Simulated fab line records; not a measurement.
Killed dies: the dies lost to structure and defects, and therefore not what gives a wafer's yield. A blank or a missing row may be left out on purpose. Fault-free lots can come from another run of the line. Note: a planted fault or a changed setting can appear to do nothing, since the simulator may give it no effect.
Which of the tools did it? | flow n5Finfet | route of 1938 steps, sampled at 1 step: 10 lots, 30 wafers

WHAT THE GAUGES READ, wafer by wafer
N5_BEOL_M14_CD_MEAS_28: the cd target is 284.4 nm.
lot  | measured     | on       | cdNm (nm)
L175 | day 11 16:29 | cdSem-01 | 289.1 285.3 285.5
L177 | day 12 14:30 | cdSem-02 | 281.4 286.4 285.8
L180 | day 12 23:27 | cdSem-02 | 287.3 284.7 284.4
L182 | day 13 23:11 | cdSem-01 | 282.4 281.6 285.1
L184 | day 14 10:46 | cdSem-03 | 284.1 284.1 287.7
L190 | day 15 09:24 | cdSem-01 | 283.7 284.0 287.7
L192 | day 16 06:07 | cdSem-03 | 281.2 283.8 283.2
L193 | day 16 11:40 | cdSem-03 | 285.9 284.5 281.8
L196 | day 17 02:16 | cdSem-01 | 286.0 284.1 280.5
L195 | day 17 02:50 | cdSem-03 | 287.5 282.8 282.9

WHICH TOOL RAN EACH LOT (tool, then ch and the chambers of the sampled wafers, then the start)
The record holds no process step before these readings.

THE ANSWER, worked out from the rows above alone
Rule: usual is defined by the lots themselves. The widest of any qualifying gaps counts: lots, ordered by their means at a reading, are off when they make up no more than a third of the lots, leave a main group of 4 or more, and stand apart from it by 3 or more times the standard deviation of that group's means. If all means in a main group match to the digits the tables above print for the reading, that group is not used. A lot without any number at a reading at which 4 lots or more have one is off too. Any other lot the step has rows for is counted as sound.
None of the lots is off at any reading shown; this tells nothing.

WHAT WAS PUT IN BY THE SIMULATOR
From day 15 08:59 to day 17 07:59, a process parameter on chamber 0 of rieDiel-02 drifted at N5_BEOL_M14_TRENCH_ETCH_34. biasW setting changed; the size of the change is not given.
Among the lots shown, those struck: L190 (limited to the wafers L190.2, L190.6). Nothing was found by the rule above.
